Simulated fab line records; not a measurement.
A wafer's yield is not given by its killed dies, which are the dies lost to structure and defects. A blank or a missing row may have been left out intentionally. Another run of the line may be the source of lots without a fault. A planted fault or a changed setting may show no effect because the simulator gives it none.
fab line records -- flow n5Finfet
record: lots: 11, wafers: 28, lastDay: 18
route steps=1938 shown BEOL_M1@754 BEOL_M4@1111 PASSIVATION@1936
lots that met no fault: from a run of the same line without faults
startH: hours from the record's opening day to when the first of the lot's shown wafers began -- waitH: how many hours have passed since the lot's step before this one -- " unchanged from the row above -- L1.1+2: one row covering several wafers at once -- - no value, or no start was given -- * or withheld: withheld -- < > ~ a bound
route shown NAME@n: a module of which the file shows steps, and the number in the route of the first -- usual: mean and standard deviation over wafers with no fault -- same: alike in all rows -- chamber/n: place in a boat -- sites: the reading at each site -- _std_site: standard deviation of those values -- _edge_site: outer sites' mean less inner sites' -- radiusMm: for every site, how far away it sits from the centre of the wafer -- mask NAME#n: copy n -- behind: the last tool/chamber to shape the wafer -- hold: reason for holding the lot/hours on hold/outcome of the hold -- device: the n, p or np transistor that did not switch -- end of line: tests of these same wafers at the route's end -- a step given without rows: its recipe and nothing more -- killed: dies lost to structure and defects at the first sort, not the wafer's yield -- map: per-die view of a wafer (x killed, . not killed, _ where there is no die)
set.NAME: the run value of the setting; set.NAME@STEP: its run value at that earlier step -- model.NAME: the simulator's own value behind a step, which no gauge read
a sample of lots followed through the steps of the route, with each step as a table and each wafer as a row
services: the hour from which a tool's chamber was out of use, counted from the record's first day as startH (under 0 if before that day), plus the number of hours and why
== steps ==
step: N5_BEOL_M1_HM_DEP_02
recipe: material: TiN, targetThkA: 200, tempC: 25, chamberPressurePa: 0.49996
usual: throttleValvePct: 30.1/1.2
lot.wafer,tool,chamber,startH,waitH,throttleValvePct
L475.1,pvdSputter-02,-,132.24,1.9,30.4
L475.2,pvdSputter-02,-,132.24,1.9,28.4
L475.5,pvdSputter-02,-,132.24,1.9,30.6
L478.4,pvdSputter-02,-,155.13,1.1,30.6
L478.5,pvdSputter-02,-,155.13,1.1,31.3
L478.6,pvdSputter-02,-,155.13,1.1,30.4
L479.2,pvdSputter-02,-,155.23,0.8,28.6
L479.3,pvdSputter-02,-,155.23,0.8,30.6
L479.4,pvdSputter-02,-,155.23,0.8,31.6
L480.1,pvdSputter-01,-,158.04,0.2,28.9
L480.2,pvdSputter-01,-,158.04,0.2,29.2
L480.6,pvdSputter-01,-,158.04,0.2,29.3
L483.4,pvdSputter-01,-,177.10,0.3,29.1
L483.5,pvdSputter-01,-,177.10,0.3,29.0
L483.6,pvdSputter-01,-,177.10,0.3,29.6
L487.4,pvdSputter-01,-,203.42,1.5,30.9
L490.2,pvdSputter-02,-,224.94,1.8,28.5
L490.5,pvdSputter-02,-,224.94,1.8,28.6
L492.1,pvdSputter-01,-,232.09,0.7,28.8
L492.2,pvdSputter-01,-,232.09,0.7,29.1
L492.3,pvdSputter-01,-,232.09,0.7,29.0
L493.2,pvdSputter-02,-,241.67,0.2,28.9
L493.4,pvdSputter-02,-,241.67,0.2,30.7
L493.5,pvdSputter-02,-,241.67,0.2,30.6
L495.2,pvdSputter-03,-,252.09,2.3,29.8
L495.3,pvdSputter-03,-,252.09,2.3,29.4
L496.2,pvdSputter-03,-,264.07,0.1,29.8
L496.6,pvdSputter-03,-,264.07,0.1,29.4
step: N5_BEOL_M1_DESCUM_16
recipe: chemistry: O2, timeS: 7, sourcePowerW: 50, biasPowerW: 20, pressureMtorr: 20, rfFrequencyHz: 2.712e+07, tempC: 40, resist: CAR-EUV, o2FlowSccm: 225
usual: drypumpMotorCurrentA: 5.8/0.44, oesProductAu: 0.78/0.084, rfVppV: 243.0/1.5, showerheadPlenumPTorr: 2.09/0.091, throttleValvePct: 20.4/0.35
lot.wafer,tool,chamber,startH,waitH,drypumpMotorCurrentA,oesProductAu,rfHoursCounterH,rfVppV,showerheadPlenumPTorr,throttleValvePct
L475.1,rieDiel-02,2,132.88,0.0,5.1,0.82,71,243.4,2.11,20.4
L475.2,rieDiel-02,1,132.88,0.0,5.7,0.90,16,245.5,2.24,20.0
L475.5,rieDiel-02,1,132.88,0.0,5.8,0.89,-,244.1,2.24,20.0
L478.4,rieDiel-06,1,157.32,1.6,6.5,0.92,-,242.6,2.07,20.3
L478.5,rieDiel-06,3,157.32,1.6,5.7,0.93,-,243.2,2.07,20.4
L478.6,rieDiel-06,0,157.32,1.6,6.8,0.71,-,244.2,2.18,20.6
L479.2,rieDiel-01,2,157.32,1.5,5.4,0.73,204,244.0,1.96,20.2
L479.3,rieDiel-01,1,157.32,1.5,5.5,0.73,178,244.0,2.20,20.8
L479.4,rieDiel-01,0,157.32,1.5,5.6,0.89,21,244.2,2.12,19.7
L480.1,rieDiel-06,0,159.25,0.7,6.8,0.71,186,243.6,2.18,20.6
L480.2,rieDiel-06,1,159.25,0.7,6.5,0.92,31,242.8,2.07,20.3
L480.6,rieDiel-06,1,159.25,0.7,6.5,0.92,-,242.7,2.07,20.3
L483.4,rieDiel-01,1,177.74,0.0,5.5,0.73,185,246.0,2.20,20.8
L483.5,rieDiel-01,1,177.74,0.0,5.5,0.74,-,243.1,2.20,20.9
L483.6,rieDiel-01,2,177.74,0.0,5.4,0.74,-,241.7,1.96,20.2
L487.4,rieDiel-01,1,203.94,0.0,5.5,0.73,-,244.4,2.20,20.9
L490.2,rieDiel-01,0,225.53,0.1,5.7,0.85,43,243.4,2.11,19.7
L490.5,rieDiel-01,2,225.53,0.1,5.4,0.71,-,243.2,1.95,20.2
L492.1,rieDiel-06,1,232.63,0.1,6.5,0.88,51,241.8,2.06,20.4
L492.2,rieDiel-06,0,232.63,0.1,6.7,0.70,208,243.4,2.17,20.6
L492.3,rieDiel-06,3,232.63,0.1,5.7,0.87,49,242.8,2.06,20.4
L493.2,rieDiel-02,3,242.18,0.0,6.2,0.70,235,239.9,1.99,20.7
L493.4,rieDiel-02,0,242.18,0.0,5.8,0.71,206,243.5,2.18,20.5
L493.5,rieDiel-02,3,242.18,0.0,6.2,0.69,-,241.3,1.99,20.7
L495.2,rieDiel-06,2,252.62,0.0,6.1,0.69,208,243.4,2.01,21.0
L495.3,rieDiel-06,0,252.62,0.0,6.8,0.69,213,242.6,2.17,20.7
L496.2,rieDiel-06,2,264.58,0.0,6.1,0.70,213,242.4,2.01,21.0
L496.6,rieDiel-06,0,264.58,0.0,6.8,0.69,-,243.2,2.17,20.6
step: N5_BEOL_M1_ETCH_74
recipe: chemistry: N2/H2, target: underlayer, targetDepthA: 65, maskMaterial: CAR-EUV, timeS: 5.2, ionEnergyEv: 200, pressureMtorr: 30, sourceW: 840, biasW: 150, n2FlowSccm: 200, h2FlowSccm: 200, ends: cleared
usual: drypumpMotorCurrentA: 5.8/0.42, etchRfOnTimeS: 5.35/0.16, oesProductAu: 0.66/0.075, rfVppV: 523.5/3, showerheadPlenumPTorr: 2.53/0.1, throttleValvePct: 17.8/0.31
lot.wafer,tool,chamber,startH,waitH,drypumpMotorCurrentA,etchRfOnTimeS,oesProductAu,rfHoursCounterH,rfVppV,showerheadPlenumPTorr,throttleValvePct
L475.1,rieDiel-02,2,132.91,0.0,5.1,5.53,0.68,71,525.0,2.55,17.7
L475.2,rieDiel-02,1,132.91,0.0,5.7,5.34,0.77,16,528.0,2.72,17.4
L475.5,rieDiel-02,1,132.91,0.0,5.7,5.38,0.78,-,527.7,2.72,17.4
L478.4,rieDiel-06,1,157.34,0.0,6.5,5.38,0.77,-,520.4,2.50,17.7
L478.5,rieDiel-06,3,157.34,0.0,5.8,5.43,0.75,-,520.5,2.48,17.7
L478.6,rieDiel-06,0,157.34,0.0,6.8,5.56,0.59,-,528.3,2.63,17.9
L479.2,rieDiel-01,2,157.35,0.0,5.4,5.20,0.62,204,520.1,2.41,17.8
L479.3,rieDiel-01,1,157.35,0.0,5.5,5.38,0.62,178,525.2,2.64,18.1
L479.4,rieDiel-01,0,157.35,0.0,5.7,5.24,0.78,21,525.7,2.60,17.3
L480.1,rieDiel-06,1,159.29,0.0,6.5,5.33,0.78,31,522.7,2.50,17.6
L480.2,rieDiel-06,2,159.29,0.0,6.1,5.30,0.61,180,521.6,2.45,18.5
L480.6,rieDiel-06,3,159.29,0.0,5.8,5.40,0.76,-,520.3,2.48,17.7
L483.4,rieDiel-01,1,177.77,0.0,5.5,5.22,0.62,185,528.4,2.63,18.1
L483.5,rieDiel-01,1,177.77,0.0,5.5,5.21,0.63,-,525.5,2.63,18.0
L483.6,rieDiel-01,2,177.77,0.0,5.4,5.12,0.62,-,517.9,2.40,17.8
L487.4,rieDiel-01,1,203.97,0.0,5.5,6.04,0.57,-,525.6,2.63,18.1
L490.2,rieDiel-01,0,225.56,0.0,5.6,5.98,0.70,43,524.2,2.59,17.3
L490.5,rieDiel-01,2,225.56,0.0,5.4,5.21,0.60,-,518.6,2.40,17.9
L492.1,rieDiel-06,1,232.67,0.0,6.5,5.36,0.73,51,522.9,2.49,17.7
L492.2,rieDiel-06,0,232.67,0.0,6.8,5.58,0.58,208,525.8,2.62,18.0
L492.3,rieDiel-06,3,232.67,0.0,5.8,5.43,0.72,49,521.8,2.47,17.7
L493.2,rieDiel-02,3,242.22,0.0,6.2,5.16,0.59,235,521.5,2.41,18.2
L493.4,rieDiel-02,0,242.22,0.0,5.8,5.43,0.58,206,525.9,2.63,17.9
L493.5,rieDiel-02,3,242.22,0.0,6.2,5.11,0.60,-,519.1,2.41,18.2
L495.2,rieDiel-06,2,252.65,0.0,6.1,5.30,0.60,208,520.8,2.44,18.5
L495.3,rieDiel-06,0,252.65,0.0,6.8,5.50,0.57,213,526.0,2.62,18.0
L496.2,rieDiel-06,2,264.62,0.0,6.1,5.38,0.59,213,520.2,2.43,18.5
L496.6,rieDiel-06,0,264.62,0.0,6.8,5.60,0.57,-,526.5,2.62,18.0
step: N5_BEOL_M1_CD_MEAS_18
recipe: pitchNm: 36, targetCdNm: 18
usual: cdNm: 17.7/0.39
lot.wafer,tool,chamber,startH,waitH,cdNm
L475.1,cdSem-01,-,133.31,0.0,17.5
L475.2,cdSem-01,-,133.31,0.0,17.5
L475.5,cdSem-01,-,133.31,0.0,18.3
L478.4,cdSem-02,-,157.90,0.1,17.5
L478.5,cdSem-02,-,157.90,0.1,17.0
L478.6,cdSem-02,-,157.90,0.1,17.6
L479.2,cdSem-01,-,157.94,0.1,17.8
L479.3,cdSem-01,-,157.94,0.1,17.2
L479.4,cdSem-01,-,157.94,0.1,18.3
L480.1,cdSem-02,-,159.76,0.0,17.8
L480.2,cdSem-02,-,159.76,0.0,17.3
L480.6,cdSem-02,-,159.76,0.0,18.0
L483.4,cdSem-03,-,178.17,0.1,18.3
L483.5,cdSem-03,-,178.17,0.1,17.9
L483.6,cdSem-03,-,178.17,0.1,18.4
L487.4,cdSem-02,-,204.40,0.0,17.0
L490.2,cdSem-02,-,225.96,0.1,18.7
L490.5,cdSem-02,-,225.96,0.1,17.5
L492.1,cdSem-01,-,233.06,0.0,17.4
L492.2,cdSem-01,-,233.06,0.0,17.7
L492.3,cdSem-01,-,233.06,0.0,17.5
L493.2,cdSem-03,-,242.75,0.1,18.5
L493.4,cdSem-03,-,242.75,0.1,18.1
L493.5,cdSem-03,-,242.75,0.1,18.3
L495.2,cdSem-02,-,253.12,0.1,17.9
L495.3,cdSem-02,-,253.12,0.1,18.4
L496.2,cdSem-01,-,265.03,0.1,17.2
L496.6,cdSem-01,-,265.03,0.1,18.0
step: N5_BEOL_M4_RC_MEAS_101
usual: DIBL_N: 35.0/2.4, DIBL_P: 35.4/2.8, IOFF_N: 0.14/0.045, IOFF_P: 0.20/0.048, ION_N: 667/19, ION_P: 460/11, SS_N: 71.2/0.71, SS_P: 73.1/0.86, VT_N: 252/4.6, VT_P: -251/3.4
lot.wafer,tool,chamber,startH,waitH,DIBL_N[mV/V],DIBL_P[mV/V],IOFF_N[nA/um],IOFF_P[nA/um],ION_N[uA/um],ION_P[uA/um],SS_N[mV/dec],SS_P[mV/dec],VT_N[mV],VT_P[mV]
L475.1,prober-01,0,175.98,0.0,33.2,32.2,0.12,0.18,673,469,70.8,72.8,252,-250
L475.2,prober-01,0,175.98,0.0,37.2,35.9,0.19,0.24,680,459,72.0,73.8,247,-247
L475.5,prober-01,0,175.98,0.0,36.4,34.9,0.16,0.21,650,453,72.1,73.5,252,-248
L478.4,prober-02,0,196.19,0.5,34.8,34.9,0.17,0.21,677,460,71.0,72.8,250,-250
L478.5,prober-02,0,196.19,0.5,33.5,33.0,0.13,0.18,674,463,71.2,72.3,253,-250
L478.6,prober-02,0,196.19,0.5,35.7,36.4,0.19,0.23,686,464,71.5,73.9,247,-249
L480.1,prober-02,0,204.79,0.0,35.1,33.5,0.12,0.18,644,447,71.4,72.5,254,-253
L480.2,prober-02,0,204.79,0.0,37.5,37.5,0.18,0.23,682,466,71.3,74.2,248,-246
L480.6,prober-02,0,204.79,0.0,36.2,37.8,0.16,0.27,666,462,71.3,73.7,251,-248
L479.2,prober-02,0,208.28,0.2,42.5,42.8,0.35,0.39,724,490,73.3,75.2,239,-242
L479.3,prober-02,0,208.28,0.2,38.6,37.4,0.20,0.24,685,470,71.9,74.0,246,-247
L479.4,prober-02,0,208.28,0.2,32.1,28.8,0.09,0.13,630,441,70.5,70.5,260,-256
L483.4,prober-02,0,227.12,0.5,34.3,34.2,0.13,0.17,663,458,71.1,72.9,251,-251
L483.5,prober-02,0,227.12,0.5,30.9,31.0,0.09,0.13,653,452,69.9,71.7,259,-255
L483.6,prober-02,0,227.12,0.5,33.7,33.4,0.12,0.16,652,451,70.4,72.2,254,-253
L487.4,prober-01,0,256.84,0.5,34.0,34.1,0.11,0.17,667,456,70.2,72.5,255,-252
L490.2,prober-01,0,276.24,0.2,31.3,32.2,0.10,0.15,637,439,71.1,71.9,255,-255
L490.5,prober-01,0,276.24,0.2,31.7,32.6,0.11,0.15,669,461,70.9,72.4,253,-256
L492.1,prober-02,0,276.89,0.3,39.2,41.4,0.22,0.33,688,483,71.9,74.8,243,-246
L492.2,prober-02,0,276.89,0.3,34.4,30.3,0.11,0.14,631,437,71.8,72.3,258,-258
L492.3,prober-02,0,276.89,0.3,37.5,36.4,0.17,0.21,666,456,71.4,74.4,249,-252
L493.2,prober-01,0,282.32,0.2,31.2,31.0,0.07,0.13,635,448,70.2,72.3,263,-256
L493.4,prober-01,0,282.32,0.2,35.9,34.0,0.13,0.16,634,435,71.8,72.8,257,-255
L493.5,prober-01,0,282.32,0.2,32.0,33.4,0.08,0.18,628,445,71.0,72.4,260,-252
L495.2,prober-02,0,302.41,0.2,33.1,36.2,0.12,0.18,654,457,71.3,72.9,253,-251
L495.3,prober-02,0,302.41,0.2,36.3,39.3,0.19,0.23,702,479,72.0,74.1,243,-248
L496.2,prober-01,0,311.42,0.2,34.6,35.6,0.14,0.20,681,471,70.7,73.5,251,-252
L496.6,prober-01,0,311.42,0.2,33.8,34.3,0.11,0.17,656,450,70.9,73.0,256,-256
step: N5_PASSIVATION_PROBE_49
usual: defectLimitedYield: 91.7/1.4, killed_at_M0_to_M3: 32/9.7, killed_at_M4_up: 14/5.5, killedAtContacts: 13/6.1, killedAtFrontEnd: 35/10, killedAtOther: 4.2/2.9, killedDies: 98/17, killedOpen: 63/12, killedShort: 32/7.7, sort_bin_4_leakage: 0.0/0.33, sort_bin_5_function: 4.8/0.9, sort_bin_6_memory: 3.1/0.63, sort_bin_8_speed: 1/3.3, sortNPass: 1073/41, sortYieldPct: 91/3.5
same: grossDies: 1180, killedAtBackSide: 0
lot.wafer,tool,chamber,startH,waitH,defectLimitedYield[%],killed_at_M0_to_M3,killed_at_M4_up,killedAtContacts,killedAtFrontEnd,killedAtOther,killedDies,killedOpen,killedShort,sort_bin_4_leakage[%],sort_bin_5_function[%],sort_bin_6_memory[%],sort_bin_8_speed[%],sortNPass,sortYieldPct[%]
L475.1,prober-02,-,276.29,0.0,89.7,28,28,11,48,7,122,74,42,0,6.0,3.7,0,1058,90
L475.2,prober-02,-,276.34,0.1,93.0,13,23,8,34,5,83,53,28,0,4.3,2.5,0,1097,93
L475.5,prober-02,-,276.49,0.2,91.3,34,23,13,29,4,103,62,39,0,5.0,3.5,0,1076,91
L478.4,prober-01,-,292.42,0.2,93.6,22,12,8,34,0,76,43,32,0,3.8,2.5,0,1104,94
L478.5,prober-01,-,292.47,0.2,92.5,23,17,19,28,2,89,66,23,0,4.0,3.2,0,1091,92
L478.6,prober-01,-,292.52,0.3,90.1,30,24,24,39,0,117,79,29,0,5.3,3.7,0,1063,90
L479.2,prober-02,-,304.71,0.1,89.8,35,26,10,41,8,120,72,47,3.5,5.3,4.4,0,1019,86
L479.3,prober-02,-,304.76,0.1,89.8,38,22,4,53,3,120,78,42,0,5.9,3.9,0,1060,90
L479.4,prober-02,-,304.81,0.2,91.6,25,22,12,38,2,99,56,41,0,5.3,2.6,9,970,82
L480.1,prober-01,-,305.58,0.0,93.6,28,10,5,30,3,76,51,23,0,4.1,2.0,0,1104,94
L480.2,prober-01,-,305.63,0.1,91.5,58,14,1,27,0,100,47,47,0,5.3,2.7,0,1080,92
L480.6,prober-01,-,305.83,0.3,93.0,25,7,5,40,6,83,45,36,0,3.6,3.1,0,1097,93
L483.4,prober-02,-,319.86,0.2,91.5,31,8,14,43,4,100,68,31,0,5.1,3.0,0,1080,92
L483.5,prober-02,-,319.91,0.2,90.0,42,9,15,49,3,118,76,38,0,5.4,4.0,0,1062,90
L483.6,prober-02,-,319.96,0.3,88.8,40,19,19,49,5,132,82,46,0,6.8,3.8,0,1048,89
L487.4,prober-02,-,373.77,0.2,91.7,28,14,16,38,2,98,62,35,0,4.4,3.5,0,1082,92
L492.1,prober-02,-,383.03,0.0,90.5,42,9,15,43,3,112,75,37,0,5.6,3.5,0,1068,91
L492.2,prober-02,-,383.08,0.1,91.9,35,12,9,36,3,95,61,34,0,5.1,2.7,12,948,80
L492.3,prober-02,-,383.13,0.1,91.9,34,9,3,46,3,95,56,37,0,3.7,3.7,0,1085,92
L490.2,prober-01,-,383.24,0.1,92.1,25,14,16,32,6,93,56,34,0,4.2,3.5,1,1078,91
L490.5,prober-01,-,383.39,0.2,89.2,48,17,3,55,5,128,76,47,0,6.3,4.2,0,1052,89
L493.2,prober-01,-,389.29,0.1,93.0,31,11,18,22,1,83,51,32,0,3.7,3.1,2,1075,91
L493.4,prober-01,-,389.39,0.2,92.8,38,14,8,22,3,85,60,25,0,3.8,3.1,6,1025,87
L493.5,prober-01,-,389.44,0.2,92.0,28,13,17,34,2,94,57,37,0,4.8,2.9,21,844,72
L495.2,prober-01,-,414.82,0.1,93.1,32,5,15,24,5,81,56,23,0,4.2,2.4,0,1099,93
L495.3,prober-01,-,414.87,0.1,90.8,33,13,12,47,3,108,60,38,0,5.1,3.1,0,1072,91
L496.2,prober-02,-,427.49,0.1,92.7,23,9,9,41,4,86,56,28,0,4.5,2.8,0,1094,93
L496.6,prober-02,-,427.69,0.3,92.1,28,5,10,49,1,93,49,37,0,4.7,2.5,0,1087,92
killed by level:class
L475.1 BEOL_M4:geometricParticle:open=11 MOL_CONTACT_COAG:geometricParticle:open=10 STI_FIN_REVEAL:geometricParticle:open=8 BEOL_M0_SAQP:geometricParticle:short=8 DUMMY_GATE:geometricParticle:open=7 BEOL_M5:geometricParticle:open=6 MIM_TOP_ETCH:geometricParticle:short=6 FIN_SAQP:geometricParticle:short=5
L475.2 BEOL_M4:geometricParticle:open=14 STI_FIN_REVEAL:geometricParticle:open=8 FIN_SAQP:geometricParticle:short=6 MOL_CONTACT_COAG:geometricParticle:open=5 FIN_SAQP:geometricParticle:open=4 DUMMY_GATE:geometricParticle:open=4 BEOL_M0_SAQP:geometricParticle:short=4 BEOL_M0_SAQP:geometricParticle:open=4
L475.5 BEOL_M4:geometricParticle:open=15 MOL_CONTACT_COAG:geometricParticle:open=13 FIN_SAQP:geometricParticle:short=9 BEOL_M2:geometricParticle:open=9 BEOL_M1:geometricParticle:short=7 BEOL_M1:geometricParticle:open=5 BEOL_M0_SAQP:geometricParticle:short=4 DUMMY_GATE:geometricParticle:open=3
L478.4 BEOL_M1:geometricParticle:open=9 FIN_SAQP:geometricParticle:short=8 STI_FIN_REVEAL:geometricParticle:open=8 MOL_CONTACT_COAG:geometricParticle:open=6 BEOL_M0_SAQP:geometricParticle:short=5 ILD0:geometricParticle:short=4 BEOL_M3:geometricParticle:open=4 BEOL_M5:geometricParticle:open=4
L478.5 MOL_CONTACT_COAG:geometricParticle:open=18 BEOL_M1:geometricParticle:open=7 BEOL_M4:geometricParticle:open=6 BEOL_M5:geometricParticle:open=6 BEOL_M0_SAQP:geometricParticle:short=5 BEOL_M3:geometricParticle:open=5 STI_FIN_REVEAL:geometricParticle:short=4 STI_FIN_REVEAL:geometricParticle:open=4
L478.6 MOL_CONTACT_COAG:geometricParticle:open=18 BEOL_M4:geometricParticle:open=11 HKMG_FIN:areaEtch=9 BEOL_M3:geometricParticle:open=8 FIN_SAQP:geometricParticle:open=6 MOL_CONTACT_COAG:geometricParticle:short=6 BEOL_M1:geometricParticle:open=6 BEOL_M0_SAQP:geometricParticle:open=6
L479.2 FIN_SAQP:geometricParticle:short=13 BEOL_M1:geometricParticle:open=8 BEOL_M2:geometricParticle:open=8 BEOL_M4:geometricParticle:open=8 DUMMY_GATE:geometricParticle:open=7 MOL_CONTACT_COAG:geometricParticle:open=7 BEOL_M4:geometricParticle:short=7 FIN_SAQP:geometricParticle:open=6
L479.3 FIN_SAQP:geometricParticle:open=20 FIN_SAQP:geometricParticle:short=19 BEOL_M3:geometricParticle:open=10 BEOL_M4:geometricParticle:open=8 BEOL_M1:geometricParticle:open=6 BEOL_M4:geometricParticle:short=6 BEOL_M0_SAQP:geometricParticle:short=5 BEOL_M0_SAQP:geometricParticle:open=5
L479.4 FIN_SAQP:geometricParticle:open=12 FIN_SAQP:geometricParticle:short=10 MOL_CONTACT_COAG:geometricParticle:open=10 BEOL_M4:geometricParticle:open=8 BEOL_M0_SAQP:geometricParticle:short=7 BEOL_M4:geometricParticle:short=7 BEOL_M1:geometricParticle:open=6 BEOL_M2:geometricParticle:open=5
L480.1 STI_FIN_REVEAL:geometricParticle:open=12 BEOL_M1:geometricParticle:open=8 BEOL_M0_SAQP:geometricParticle:open=5 FIN_SAQP:geometricParticle:short=4 BEOL_M2:geometricParticle:open=4 BEOL_M3:geometricParticle:open=4 FIN_SAQP:geometricParticle:open=3 MOL_CONTACT_COAG:geometricParticle:open=3
L480.2 BEOL_M0_SAQP:geometricParticle:short=24 BEOL_M0_SAQP:geometricParticle:open=9 BEOL_M3:geometricParticle:open=9 STI_FIN_REVEAL:geometricParticle:open=6 BEOL_M1:geometricParticle:open=5 FIN_SAQP:geometricParticle:short=4 BEOL_M1:geometricParticle:short=4 FIN_CUT:areaEtch=4
L480.6 FIN_SAQP:geometricParticle:open=10 BEOL_M0_SAQP:geometricParticle:short=9 FIN_SAQP:geometricParticle:short=8 BEOL_M0_SAQP:geometricParticle:open=6 DUMMY_GATE:geometricParticle:open=5 MOL_CONTACT_COAG:geometricParticle:open=5 STI_FIN_REVEAL:geometricParticle:open=4 GATE_CUT:geometricParticle:open=3
L483.4 STI_FIN_REVEAL:geometricParticle:open=15 MOL_CONTACT_COAG:geometricParticle:open=12 BEOL_M1:geometricParticle:open=8 FIN_SAQP:geometricParticle:open=7 BEOL_M2:geometricParticle:open=7 BEOL_M3:geometricParticle:open=5 FIN_SAQP:geometricParticle:short=4 GATE_CUT:geometricParticle:short=4
L483.5 MOL_CONTACT_COAG:geometricParticle:open=14 STI_FIN_REVEAL:geometricParticle:open=10 BEOL_M1:geometricParticle:open=10 BEOL_M2:geometricParticle:open=9 FIN_SAQP:geometricParticle:short=7 DUMMY_GATE:geometricParticle:open=6 BEOL_M4:geometricParticle:open=5 BEOL_M0_SAQP:geometricParticle:open=5
L483.6 MOL_CONTACT_COAG:geometricParticle:open=16 BEOL_M2:geometricParticle:open=12 FIN_SAQP:geometricParticle:open=11 BEOL_M0_SAQP:geometricParticle:short=8 STARTING-WAFER:geometricParticle:short=8 BEOL_M3:geometricParticle:open=7 STI_FIN_REVEAL:geometricParticle:short=5 STI_FIN_REVEAL:geometricParticle:open=5
L487.4 BEOL_M3:geometricParticle:open=14 STI_FIN_REVEAL:geometricParticle:open=9 MOL_CONTACT_COAG:geometricParticle:open=9 MOL_CONTACT_COAG:geometricParticle:short=7 STI_FIN_REVEAL:geometricParticle:short=6 BEOL_M4:geometricParticle:open=6 FIN_SAQP:geometricParticle:short=5 FIN_SAQP:geometricParticle:open=5
L492.1 FIN_SAQP:geometricParticle:short=15 MOL_CONTACT_COAG:geometricParticle:open=13 FIN_SAQP:geometricParticle:open=12 BEOL_M0_SAQP:geometricParticle:open=12 BEOL_M0_SAQP:geometricParticle:short=9 STI_FIN_REVEAL:geometricParticle:open=7 BEOL_M3:geometricParticle:open=6 BEOL_M1:geometricParticle:open=5
L492.2 BEOL_M0_SAQP:geometricParticle:open=11 BEOL_M0_SAQP:geometricParticle:short=11 FIN_SAQP:geometricParticle:open=10 BEOL_M0:geometricParticle:open=8 FIN_SAQP:geometricParticle:short=7 MOL_CONTACT_COAG:geometricParticle:open=6 BEOL_M5:geometricParticle:open=4 STARTING-WAFER:geometricParticle:open=4
L492.3 BEOL_M0_SAQP:geometricParticle:open=12 FIN_SAQP:geometricParticle:short=9 FIN_SAQP:geometricParticle:open=9 GATE_CUT:geometricParticle:short=6 BEOL_M0:geometricParticle:open=5 DUMMY_GATE:geometricParticle:open=4 BEOL_M1:geometricParticle:open=4 STI_FIN_REVEAL:geometricParticle:open=3
L490.2 MOL_CONTACT_COAG:geometricParticle:open=13 STI_FIN_REVEAL:geometricParticle:open=9 BEOL_M0_SAQP:geometricParticle:short=8 DUMMY_GATE:geometricParticle:open=7 BEOL_M1:geometricParticle:open=5 FIN_SAQP:geometricParticle:short=4 BEOL_M1:geometricParticle:short=4 BEOL_M4:geometricParticle:open=4
L490.5 STI_FIN_REVEAL:geometricParticle:open=18 BEOL_M0_SAQP:geometricParticle:open=12 BEOL_M0_SAQP:geometricParticle:short=11 BEOL_M2:geometricParticle:open=8 DUMMY_GATE:geometricParticle:open=7 GATE_CUT:geometricParticle:short=6 BEOL_M2:geometricParticle:short=5 STI_FIN_REVEAL:geometricParticle:short=4
L493.2 MOL_CONTACT_COAG:geometricParticle:open=15 BEOL_M0_SAQP:geometricParticle:open=9 BEOL_M0_SAQP:geometricParticle:short=7 FIN_SAQP:geometricParticle:short=6 BEOL_M4:geometricParticle:open=5 BEOL_M1:geometricParticle:open=5 GATE_CUT:geometricParticle:short=4 STARTING-WAFER:geometricParticle:open=4
L493.4 BEOL_M2:geometricParticle:open=12 BEOL_M1:geometricParticle:open=7 GATE_CUT:geometricParticle:short=6 MOL_CONTACT_COAG:geometricParticle:open=6 BEOL_M0_SAQP:geometricParticle:short=6 BEOL_M0_SAQP:geometricParticle:open=5 FIN_SAQP:geometricParticle:short=4 STI_FIN_REVEAL:geometricParticle:open=4
L493.5 MOL_CONTACT_COAG:geometricParticle:open=13 GATE_CUT:geometricParticle:short=8 BEOL_M0_SAQP:geometricParticle:short=8 GATE_CUT:geometricParticle:open=6 BEOL_M2:geometricParticle:open=6 BEOL_M0_SAQP:geometricParticle:open=5 STI_FIN_REVEAL:geometricParticle:open=4 MOL_CONTACT_COAG:geometricParticle:short=4
L495.2 MOL_CONTACT_COAG:geometricParticle:open=12 BEOL_M0_SAQP:geometricParticle:open=12 BEOL_M2:geometricParticle:open=6 STI_FIN_REVEAL:geometricParticle:open=5 GATE_CUT:geometricParticle:short=4 BEOL_M0_SAQP:geometricParticle:short=4 FIN_SAQP:geometricParticle:short=3 MOL_CONTACT_COAG:geometricParticle:short=3
L495.3 BEOL_M3:geometricParticle:open=9 FIN_SAQP:geometricParticle:short=8 MOL_CONTACT_COAG:geometricParticle:open=8 HKMG_FIN:areaEtch=8 BEOL_M1:geometricParticle:open=7 FIN_SAQP:geometricParticle:open=6 GATE_CUT:geometricParticle:short=6 BEOL_M0_SAQP:geometricParticle:open=5
L496.2 STI_FIN_REVEAL:geometricParticle:open=10 FIN_SAQP:geometricParticle:short=9 BEOL_M0_SAQP:geometricParticle:short=9 MOL_CONTACT_COAG:geometricParticle:open=7 BEOL_M0_SAQP:geometricParticle:open=7 FIN_SAQP:geometricParticle:open=6 DUMMY_GATE:geometricParticle:open=5 BEOL_M2:geometricParticle:open=4
L496.6 FIN_SAQP:geometricParticle:open=13 FIN_SAQP:geometricParticle:short=12 MOL_CONTACT_COAG:geometricParticle:open=7 BEOL_M0_SAQP:geometricParticle:short=7 BEOL_M0_SAQP:geometricParticle:open=6 BEOL_M2:geometricParticle:open=6 BEOL_M1:geometricParticle:open=4 STARTING-WAFER:geometricParticle:short=4
== services ==
tool,chamber,startH,hours,kind
pvdSputter-01,-,131.81,1.2,repair
rieDiel-02,3,134.23,1.3,repair
rieDiel-02,-,147.33,14.6,pm
rieDiel-02,1,176.33,5.3,repair
rieDiel-01,3,198.80,7.3,repair
rieDiel-01,3,211.77,18.5,repair
== key ==
firstSign: step: N5_BEOL_M1_ETCH_74, reading: etchRfOnTimeS, direction: up, sigmas: 4.2, usual: *, struck: *
effect none on later readings
metAt N5_BEOL_M1_ETCH_74
struckLots L487,L490
struckWafers L487.4,L490.2
notActingAt N5_BEOL_M1_HM_DEP_02,N5_BEOL_M1_DESCUM_16,N5_BEOL_M1_CD_MEAS_18
onsetBetween 177.77 203.97
fault: kind: processParameterDrift, tool: rieDiel-01, chamber: -, onsetH: 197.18, steps: N5_BEOL_M1_ETCH_74, channel: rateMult, offset: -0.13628, shape: step, endH: 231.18, scope: struckWafersOnly
